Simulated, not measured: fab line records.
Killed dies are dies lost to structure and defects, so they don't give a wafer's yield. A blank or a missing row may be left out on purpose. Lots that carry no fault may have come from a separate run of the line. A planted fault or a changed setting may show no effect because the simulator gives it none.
The tool behind it: which one? || flow n5_finfet || 24 lots, 72 wafers sampled, at 5 steps of a route of 1938

WHAT EACH GAUGE READ, for each wafer
N5_BEOL_M12_CD_MEAS_17 targets a cd of 140 nm. Usual: cd_nm at 141.0 nm, with a standard deviation of 2.2.
{"lot": "L074", "measured": "day 11 09:47", "on": "cd_sem-01", "cd_nm (nm)": "142.6 138.5 140.8", "flag": ""}
{"lot": "L075", "measured": "day 11 14:27", "on": "cd_sem-03", "cd_nm (nm)": "144.2 141.6 141.0", "flag": ""}
{"lot": "L076", "measured": "day 12 00:19", "on": "cd_sem-01", "cd_nm (nm)": "145.6 141.0 144.1", "flag": ""}
{"lot": "L077", "measured": "day 12 03:28", "on": "cd_sem-03", "cd_nm (nm)": "138.6 137.6 141.9", "flag": ""}
{"lot": "L079", "measured": "day 12 12:05", "on": "cd_sem-03", "cd_nm (nm)": "138.1 139.2 141.1", "flag": ""}
{"lot": "L078", "measured": "day 12 12:31", "on": "cd_sem-02", "cd_nm (nm)": "138.0 140.0 142.5", "flag": ""}
{"lot": "L080", "measured": "day 12 12:44", "on": "cd_sem-03", "cd_nm (nm)": "144.1 138.8 139.6", "flag": ""}
{"lot": "L081", "measured": "day 13 06:14", "on": "cd_sem-03", "cd_nm (nm)": "139.7 139.3 138.9", "flag": ""}
{"lot": "L082", "measured": "day 13 09:17", "on": "cd_sem-02", "cd_nm (nm)": "140.1 143.0 140.2", "flag": ""}
{"lot": "L083", "measured": "day 13 18:12", "on": "cd_sem-03", "cd_nm (nm)": "140.3 142.2 138.1", "flag": ""}
{"lot": "L084", "measured": "day 13 18:27", "on": "cd_sem-03", "cd_nm (nm)": "144.0 139.3 140.0", "flag": ""}
{"lot": "L085", "measured": "day 14 11:53", "on": "cd_sem-02", "cd_nm (nm)": "143.8 142.1 141.9", "flag": ""}
{"lot": "L087", "measured": "day 14 16:32", "on": "cd_sem-02", "cd_nm (nm)": "140.3 138.9 140.7", "flag": ""}
{"lot": "L088", "measured": "day 14 17:01", "on": "cd_sem-03", "cd_nm (nm)": "140.5 144.0 141.5", "flag": ""}
{"lot": "L086", "measured": "day 14 17:31", "on": "cd_sem-02", "cd_nm (nm)": "142.1 138.4 142.9", "flag": ""}
{"lot": "L089", "measured": "day 14 18:22", "on": "cd_sem-03", "cd_nm (nm)": "145.3 138.4 141.4", "flag": ""}
{"lot": "L091", "measured": "day 15 04:05", "on": "cd_sem-01", "cd_nm (nm)": "139.5 140.9 143.9", "flag": ""}
{"lot": "L090", "measured": "day 15 07:41", "on": "cd_sem-01", "cd_nm (nm)": "142.7 140.5 139.7", "flag": ""}
{"lot": "L092", "measured": "day 15 21:16", "on": "cd_sem-01", "cd_nm (nm)": "141.5 144.9 140.4", "flag": ""}
{"lot": "L093", "measured": "day 15 21:53", "on": "cd_sem-03", "cd_nm (nm)": "141.9 140.0 139.2", "flag": ""}
{"lot": "L094", "measured": "day 16 06:05", "on": "cd_sem-02", "cd_nm (nm)": "144.1 142.6 144.3", "flag": ""}
{"lot": "L095", "measured": "day 16 15:29", "on": "cd_sem-03", "cd_nm (nm)": "142.1 145.1 143.0", "flag": ""}
{"lot": "L097", "measured": "day 17 09:15", "on": "cd_sem-01", "cd_nm (nm)": "136.9 141.2 138.4", "flag": ""}
{"lot": "L096", "measured": "day 17 14:18", "on": "cd_sem-03", "cd_nm (nm)": "140.2 141.1 142.6", "flag": ""}

N5_BEOL_M12_CD_MEAS_28 targets a cd of 160.2 nm. Usual: cd_nm at 160.5 nm, with a standard deviation of 2.
{"lot": "L074", "measured": "day 11 10:06", "on": "cd_sem-02", "cd_nm (nm)": "159.4 161.0 160.2", "flag": ""}
{"lot": "L075", "measured": "day 11 14:46", "on": "cd_sem-02", "cd_nm (nm)": "162.0 163.8 161.4", "flag": ""}
{"lot": "L076", "measured": "day 12 00:46", "on": "cd_sem-03", "cd_nm (nm)": "158.9 162.1 162.6", "flag": ""}
{"lot": "L077", "measured": "day 12 03:47", "on": "cd_sem-02", "cd_nm (nm)": "158.4 158.7 157.2", "flag": ""}
{"lot": "L079", "measured": "day 12 12:24", "on": "cd_sem-02", "cd_nm (nm)": "160.6 158.9 158.9", "flag": ""}
{"lot": "L078", "measured": "day 12 12:58", "on": "cd_sem-02", "cd_nm (nm)": "159.5 161.4 158.6", "flag": ""}
{"lot": "L080", "measured": "day 12 13:11", "on": "cd_sem-03", "cd_nm (nm)": "157.1 160.3 160.6", "flag": ""}
{"lot": "L081", "measured": "day 13 06:42", "on": "cd_sem-02", "cd_nm (nm)": "164.1 163.3 163.4", "flag": ""}
{"lot": "L082", "measured": "day 13 09:37", "on": "cd_sem-03", "cd_nm (nm)": "159.4 159.2 157.3", "flag": ""}
{"lot": "L083", "measured": "day 13 18:32", "on": "cd_sem-02", "cd_nm (nm)": "161.7 159.3 160.9", "flag": ""}
{"lot": "L084", "measured": "day 13 18:47", "on": "cd_sem-02", "cd_nm (nm)": "162.7 162.0 163.9", "flag": ""}
{"lot": "L085", "measured": "day 14 12:13", "on": "cd_sem-03", "cd_nm (nm)": "160.1 159.7 157.6", "flag": ""}
{"lot": "L087", "measured": "day 14 16:52", "on": "cd_sem-02", "cd_nm (nm)": "162.2 163.1 160.1", "flag": ""}
{"lot": "L088", "measured": "day 14 17:20", "on": "cd_sem-01", "cd_nm (nm)": "157.5 159.6 158.8", "flag": ""}
{"lot": "L086", "measured": "day 14 17:51", "on": "cd_sem-02", "cd_nm (nm)": "160.6 160.6 158.7", "flag": ""}
{"lot": "L089", "measured": "day 14 18:41", "on": "cd_sem-01", "cd_nm (nm)": "159.8 162.8 159.7", "flag": ""}
{"lot": "L091", "measured": "day 15 04:25", "on": "cd_sem-02", "cd_nm (nm)": "162.0 160.0 160.6", "flag": ""}
{"lot": "L090", "measured": "day 15 08:03", "on": "cd_sem-03", "cd_nm (nm)": "160.2 162.4 159.4", "flag": ""}
{"lot": "L092", "measured": "day 15 21:35", "on": "cd_sem-03", "cd_nm (nm)": "160.3 159.0 158.8", "flag": ""}
{"lot": "L093", "measured": "day 15 22:13", "on": "cd_sem-01", "cd_nm (nm)": "161.4 159.3 163.0", "flag": ""}
{"lot": "L094", "measured": "day 16 06:25", "on": "cd_sem-03", "cd_nm (nm)": "160.0 160.8 160.3", "flag": ""}
{"lot": "L095", "measured": "day 16 15:57", "on": "cd_sem-01", "cd_nm (nm)": "163.5 162.9 165.2", "flag": ""}
{"lot": "L097", "measured": "day 17 09:42", "on": "cd_sem-02", "cd_nm (nm)": "159.3 157.7 158.4", "flag": ""}
{"lot": "L096", "measured": "day 17 14:45", "on": "cd_sem-02", "cd_nm (nm)": "162.6 164.0 163.0", "flag": ""}

N5_BEOL_M13_THK_MEAS_01. Usual: M13_ILD_THK typically reads 837 nm, with standard deviation 15.
{"lot": "L074", "measured": "day 11 14:15", "on": "film_metro-01", "M13_ILD_THK (nm)": "815 830 837", "flag": ""}
{"lot": "L075", "measured": "day 11 19:55", "on": "film_metro-01", "M13_ILD_THK (nm)": "807 815 841", "flag": ""}
{"lot": "L076", "measured": "day 12 11:35", "on": "film_metro-02", "M13_ILD_THK (nm)": "842 840 861", "flag": ""}
{"lot": "L077", "measured": "day 12 09:06", "on": "film_metro-01", "M13_ILD_THK (nm)": "831 820 863", "flag": ""}
{"lot": "L079", "measured": "day 12 17:01", "on": "film_metro-02", "M13_ILD_THK (nm)": "803 843 827", "flag": ""}
{"lot": "L078", "measured": "day 12 20:32", "on": "film_metro-01", "M13_ILD_THK (nm)": "840 827 860", "flag": ""}
{"lot": "L080", "measured": "day 12 20:49", "on": "film_metro-01", "M13_ILD_THK (nm)": "828 805 843", "flag": ""}
{"lot": "L081", "measured": "day 13 10:56", "on": "film_metro-01", "M13_ILD_THK (nm)": "834 828 846", "flag": ""}
{"lot": "L082", "measured": "day 13 15:55", "on": "film_metro-01", "M13_ILD_THK (nm)": "817 832 850", "flag": ""}
{"lot": "L083", "measured": "day 13 21:07", "on": "film_metro-02", "M13_ILD_THK (nm)": "828 824 853", "flag": ""}
{"lot": "L084", "measured": "day 13 21:43", "on": "film_metro-01", "M13_ILD_THK (nm)": "846 838 845", "flag": ""}
{"lot": "L085", "measured": "day 14 14:57", "on": "film_metro-02", "M13_ILD_THK (nm)": "841 848 824", "flag": ""}
{"lot": "L087", "measured": "day 14 21:21", "on": "film_metro-02", "M13_ILD_THK (nm)": "837 856 854", "flag": ""}
{"lot": "L088", "measured": "day 14 21:38", "on": "film_metro-02", "M13_ILD_THK (nm)": "847 854 841", "flag": ""}
{"lot": "L086", "measured": "day 14 21:41", "on": "film_metro-01", "M13_ILD_THK (nm)": "848 857 859", "flag": ""}
{"lot": "L089", "measured": "day 15 00:30", "on": "film_metro-01", "M13_ILD_THK (nm)": "849 842 854", "flag": ""}
{"lot": "L091", "measured": "day 15 07:34", "on": "film_metro-02", "M13_ILD_THK (nm)": "835 859 854", "flag": ""}
{"lot": "L090", "measured": "day 15 13:06", "on": "film_metro-01", "M13_ILD_THK (nm)": "828 840 835", "flag": ""}
{"lot": "L092", "measured": "day 16 02:56", "on": "film_metro-01", "M13_ILD_THK (nm)": "802 837 844", "flag": ""}
{"lot": "L093", "measured": "day 16 03:49", "on": "film_metro-01", "M13_ILD_THK (nm)": "847 855 836", "flag": ""}
{"lot": "L094", "measured": "day 16 09:47", "on": "film_metro-02", "M13_ILD_THK (nm)": "838 850 861", "flag": ""}
{"lot": "L095", "measured": "day 16 18:40", "on": "film_metro-01", "M13_ILD_THK (nm)": "832 826 837", "flag": ""}
{"lot": "L097", "measured": "day 17 12:42", "on": "film_metro-02", "M13_ILD_THK (nm)": "836 829 844", "flag": ""}
{"lot": "L096", "measured": "day 17 20:50", "on": "film_metro-01", "M13_ILD_THK (nm)": "843 827 829", "flag": ""}

N5_BEOL_M13_INSPECT_30: inspects for defects (macro). Usual: raw_defect_count at 1.8, with a standard deviation of 1.3.
{"lot": "L074", "measured": "day 11 15:41", "on": "defect_inspect-01", "raw_defect_count": "3 5 2", "flag": ""}
{"lot": "L075", "measured": "day 11 21:23", "on": "defect_inspect-01", "raw_defect_count": "1 2 4", "flag": ""}
{"lot": "L076", "measured": "day 12 12:55", "on": "defect_inspect-01", "raw_defect_count": "2 1 1", "flag": ""}
{"lot": "L077", "measured": "day 12 10:34", "on": "defect_inspect-02", "raw_defect_count": "1 2 5", "flag": ""}
{"lot": "L079", "measured": "day 12 18:27", "on": "defect_inspect-01", "raw_defect_count": "2 2 4", "flag": ""}
{"lot": "L078", "measured": "day 12 22:09", "on": "defect_inspect-01", "raw_defect_count": "3 2 1", "flag": ""}
{"lot": "L080", "measured": "day 12 22:20", "on": "defect_inspect-02", "raw_defect_count": "2 1 2", "flag": ""}
{"lot": "L081", "measured": "day 13 12:22", "on": "defect_inspect-01", "raw_defect_count": "2 0 2", "flag": ""}
{"lot": "L082", "measured": "day 13 17:21", "on": "defect_inspect-01", "raw_defect_count": "0 2 2", "flag": ""}
{"lot": "L083", "measured": "day 13 22:53", "on": "defect_inspect-02", "raw_defect_count": "1 4 4", "flag": ""}
{"lot": "L084", "measured": "day 13 23:22", "on": "defect_inspect-02", "raw_defect_count": "1 0 6", "flag": ""}
{"lot": "L085", "measured": "day 14 16:32", "on": "defect_inspect-02", "raw_defect_count": "1 2 3", "flag": ""}
{"lot": "L087", "measured": "day 14 22:40", "on": "defect_inspect-02", "raw_defect_count": "2 1 1", "flag": ""}
{"lot": "L088", "measured": "day 14 22:56", "on": "defect_inspect-02", "raw_defect_count": "2 1 1", "flag": ""}
{"lot": "L086", "measured": "day 14 22:59", "on": "defect_inspect-02", "raw_defect_count": "0 3 1", "flag": ""}
{"lot": "L089", "measured": "day 15 05:46", "on": "defect_inspect-02", "raw_defect_count": "2 1 2", "flag": ""}
{"lot": "L091", "measured": "day 15 08:52", "on": "defect_inspect-02", "raw_defect_count": "1 0 1", "flag": ""}
{"lot": "L090", "measured": "day 15 14:32", "on": "defect_inspect-02", "raw_defect_count": "0 2 1", "flag": ""}
{"lot": "L092", "measured": "day 16 04:14", "on": "defect_inspect-01", "raw_defect_count": "4 1 1", "flag": ""}
{"lot": "L093", "measured": "day 16 05:07", "on": "defect_inspect-01", "raw_defect_count": "3 2 2", "flag": ""}
{"lot": "L094", "measured": "day 16 11:20", "on": "defect_inspect-02", "raw_defect_count": "1 2 1", "flag": ""}
{"lot": "L095", "measured": "day 16 20:13", "on": "defect_inspect-02", "raw_defect_count": "2 1 2", "flag": ""}
{"lot": "L097", "measured": "day 17 14:16", "on": "defect_inspect-01", "raw_defect_count": "1 0 6", "flag": ""}
{"lot": "L096", "measured": "day 17 22:16", "on": "defect_inspect-01", "raw_defect_count": "5 2 2", "flag": ""}

WHAT TOOL EACH LOT RAN ON (gives the tool, then ch and the chambers of the sampled wafers, and finally the start)
{"lot": "L074", "N5_BEOL_M12_STRIP_64": "plasma_asher-01 ch 0,1, day 11 09:38"}
{"lot": "L075", "N5_BEOL_M12_STRIP_64": "plasma_asher-02 ch 0,1, day 11 14:19"}
{"lot": "L076", "N5_BEOL_M12_STRIP_64": "plasma_asher-01 ch 0,1, day 12 00:10"}
{"lot": "L077", "N5_BEOL_M12_STRIP_64": "plasma_asher-02 ch 1, day 12 03:19"}
{"lot": "L079", "N5_BEOL_M12_STRIP_64": "plasma_asher-02 ch 0,1, day 12 11:56"}
{"lot": "L078", "N5_BEOL_M12_STRIP_64": "plasma_asher-01 ch 0, day 12 12:22"}
{"lot": "L080", "N5_BEOL_M12_STRIP_64": "plasma_asher-01 ch 0,1, day 12 12:35"}
{"lot": "L081", "N5_BEOL_M12_STRIP_64": "plasma_asher-02 ch 1, day 13 06:06"}
{"lot": "L082", "N5_BEOL_M12_STRIP_64": "plasma_asher-01 ch 0,1, day 13 09:09"}
{"lot": "L083", "N5_BEOL_M12_STRIP_64": "plasma_asher-01 ch 0,1, day 13 18:03"}
{"lot": "L084", "N5_BEOL_M12_STRIP_64": "plasma_asher-02 ch 0,1, day 13 18:18"}
{"lot": "L085", "N5_BEOL_M12_STRIP_64": "plasma_asher-01 ch 0,1, day 14 11:46"}
{"lot": "L087", "N5_BEOL_M12_STRIP_64": "plasma_asher-01 ch 0,1, day 14 16:23"}
{"lot": "L088", "N5_BEOL_M12_STRIP_64": "plasma_asher-02 ch 1, day 14 16:52"}
{"lot": "L086", "N5_BEOL_M12_STRIP_64": "plasma_asher-02 ch 0,1, day 14 17:20"}
{"lot": "L089", "N5_BEOL_M12_STRIP_64": "plasma_asher-02 ch 0,1, day 14 18:13"}
{"lot": "L091", "N5_BEOL_M12_STRIP_64": "plasma_asher-02 ch 1, day 15 03:56"}
{"lot": "L090", "N5_BEOL_M12_STRIP_64": "plasma_asher-02 ch 0,1, day 15 07:30"}
{"lot": "L092", "N5_BEOL_M12_STRIP_64": "plasma_asher-02 ch 0,1, day 15 21:04"}
{"lot": "L093", "N5_BEOL_M12_STRIP_64": "plasma_asher-01 ch 0,1, day 15 21:43"}
{"lot": "L094", "N5_BEOL_M12_STRIP_64": "plasma_asher-02 ch 0,1, day 16 05:57"}
{"lot": "L095", "N5_BEOL_M12_STRIP_64": "plasma_asher-01 ch 0,1, day 16 15:21"}
{"lot": "L097", "N5_BEOL_M12_STRIP_64": "plasma_asher-02 ch 0,1, day 17 09:05"}
{"lot": "L096", "N5_BEOL_M12_STRIP_64": "plasma_asher-01 ch 0,1, day 17 14:09"}
- N5_BEOL_M12_STRIP_64: strips in N2/H2.

AS READ BY THE TOOLS THEMSELVES (means over the sampled wafers that have a number; for cases with no such wafer, the mark the record gives instead)
N5_BEOL_M12_STRIP_64. Usual: drypump_motor_current_A 5.5 A, standard deviation 0.42; heater_power_w 328 W, standard deviation 24; oes_product_au 0.715 a.u., standard deviation 0.0045; strip_time_to_endpoint_s 31.30 s, standard deviation 0.073.
{"lot": "L074", "tool": "plasma_asher-01", "drypump_motor_current_A (A)": 5.4, "heater_power_w (W)": 331, "oes_product_au (a.u.)": 0.715, "strip_time_to_endpoint_s (s)": 31.34, "flag": ""}
{"lot": "L075", "tool": "plasma_asher-02", "drypump_motor_current_A (A)": 5.5, "heater_power_w (W)": 334, "oes_product_au (a.u.)": 0.709, "strip_time_to_endpoint_s (s)": 31.30, "flag": ""}
{"lot": "L076", "tool": "plasma_asher-01", "drypump_motor_current_A (A)": 5.3, "heater_power_w (W)": 329, "oes_product_au (a.u.)": 0.711, "strip_time_to_endpoint_s (s)": 31.40, "flag": ""}
{"lot": "L077", "tool": "plasma_asher-02", "drypump_motor_current_A (A)": 5.6, "heater_power_w (W)": 338, "oes_product_au (a.u.)": 0.717, "strip_time_to_endpoint_s (s)": 31.17, "flag": ""}
{"lot": "L079", "tool": "plasma_asher-02", "drypump_motor_current_A (A)": 5.6, "heater_power_w (W)": 338, "oes_product_au (a.u.)": 0.715, "strip_time_to_endpoint_s (s)": 31.28, "flag": ""}
{"lot": "L078", "tool": "plasma_asher-01", "drypump_motor_current_A (A)": 6.2, "heater_power_w (W)": 287, "oes_product_au (a.u.)": 0.710, "strip_time_to_endpoint_s (s)": 31.20, "flag": ""}
{"lot": "L080", "tool": "plasma_asher-01", "drypump_motor_current_A (A)": 5.3, "heater_power_w (W)": 329, "oes_product_au (a.u.)": 0.717, "strip_time_to_endpoint_s (s)": 31.44, "flag": ""}
{"lot": "L081", "tool": "plasma_asher-02", "drypump_motor_current_A (A)": 5.6, "heater_power_w (W)": 338, "oes_product_au (a.u.)": 0.718, "strip_time_to_endpoint_s (s)": 31.36, "flag": ""}
{"lot": "L082", "tool": "plasma_asher-01", "drypump_motor_current_A (A)": 5.7, "heater_power_w (W)": 309, "oes_product_au (a.u.)": 0.715, "strip_time_to_endpoint_s (s)": 31.23, "flag": ""}
{"lot": "L083", "tool": "plasma_asher-01", "drypump_motor_current_A (A)": 5.3, "heater_power_w (W)": 326, "oes_product_au (a.u.)": 0.713, "strip_time_to_endpoint_s (s)": 31.32, "flag": ""}
{"lot": "L084", "tool": "plasma_asher-02", "drypump_motor_current_A (A)": 5.6, "heater_power_w (W)": 332, "oes_product_au (a.u.)": 0.713, "strip_time_to_endpoint_s (s)": 31.23, "flag": ""}
{"lot": "L085", "tool": "plasma_asher-01", "drypump_motor_current_A (A)": 5.3, "heater_power_w (W)": 332, "oes_product_au (a.u.)": 0.718, "strip_time_to_endpoint_s (s)": 31.32, "flag": ""}
{"lot": "L087", "tool": "plasma_asher-01", "drypump_motor_current_A (A)": 5.4, "heater_power_w (W)": 334, "oes_product_au (a.u.)": 0.714, "strip_time_to_endpoint_s (s)": 31.23, "flag": ""}
{"lot": "L088", "tool": "plasma_asher-02", "drypump_motor_current_A (A)": 5.6, "heater_power_w (W)": 339, "oes_product_au (a.u.)": 0.716, "strip_time_to_endpoint_s (s)": 31.24, "flag": ""}
{"lot": "L086", "tool": "plasma_asher-02", "drypump_motor_current_A (A)": 5.5, "heater_power_w (W)": 331, "oes_product_au (a.u.)": 0.714, "strip_time_to_endpoint_s (s)": 31.29, "flag": ""}
{"lot": "L089", "tool": "plasma_asher-02", "drypump_motor_current_A (A)": 5.6, "heater_power_w (W)": 336, "oes_product_au (a.u.)": 0.714, "strip_time_to_endpoint_s (s)": 31.29, "flag": ""}
{"lot": "L091", "tool": "plasma_asher-02", "drypump_motor_current_A (A)": 5.6, "heater_power_w (W)": 334, "oes_product_au (a.u.)": 0.716, "strip_time_to_endpoint_s (s)": 31.34, "flag": ""}
{"lot": "L090", "tool": "plasma_asher-02", "drypump_motor_current_A (A)": 5.6, "heater_power_w (W)": 331, "oes_product_au (a.u.)": 0.714, "strip_time_to_endpoint_s (s)": 31.32, "flag": ""}
{"lot": "L092", "tool": "plasma_asher-02", "drypump_motor_current_A (A)": 5.5, "heater_power_w (W)": 329, "oes_product_au (a.u.)": 0.713, "strip_time_to_endpoint_s (s)": 31.40, "flag": ""}
{"lot": "L093", "tool": "plasma_asher-01", "drypump_motor_current_A (A)": 5.7, "heater_power_w (W)": 308, "oes_product_au (a.u.)": 0.716, "strip_time_to_endpoint_s (s)": 31.33, "flag": ""}
{"lot": "L094", "tool": "plasma_asher-02", "drypump_motor_current_A (A)": 5.5, "heater_power_w (W)": 331, "oes_product_au (a.u.)": 0.713, "strip_time_to_endpoint_s (s)": 31.34, "flag": ""}
{"lot": "L095", "tool": "plasma_asher-01", "drypump_motor_current_A (A)": 5.8, "heater_power_w (W)": 314, "oes_product_au (a.u.)": 0.714, "strip_time_to_endpoint_s (s)": 31.35, "flag": ""}
{"lot": "L097", "tool": "plasma_asher-02", "drypump_motor_current_A (A)": 5.5, "heater_power_w (W)": 335, "oes_product_au (a.u.)": 0.710, "strip_time_to_endpoint_s (s)": 31.25, "flag": ""}
{"lot": "L096", "tool": "plasma_asher-01", "drypump_motor_current_A (A)": 5.7, "heater_power_w (W)": 312, "oes_product_au (a.u.)": 0.717, "strip_time_to_endpoint_s (s)": 31.32, "flag": ""}

THE ANSWER, worked out from the rows above alone
Rule: lot off if the mean of its wafers having a number is beyond 3 standard deviations from the usual mean. Also off: a lot with no number at a reading for which 4 or more lots have one. All remaining lots with rows at the step are treated as sound. After the gauges, taken in route order, come the tools' own readings; for these a lot's mean is taken, as printed above. The first step at which some lot is off is used, and at that step the reading that is off furthest; a lot without a number counts as furthest.
None of the lots is off at any reading shown; this tells nothing.

WHAT THE SIMULATOR HAD INSERTED
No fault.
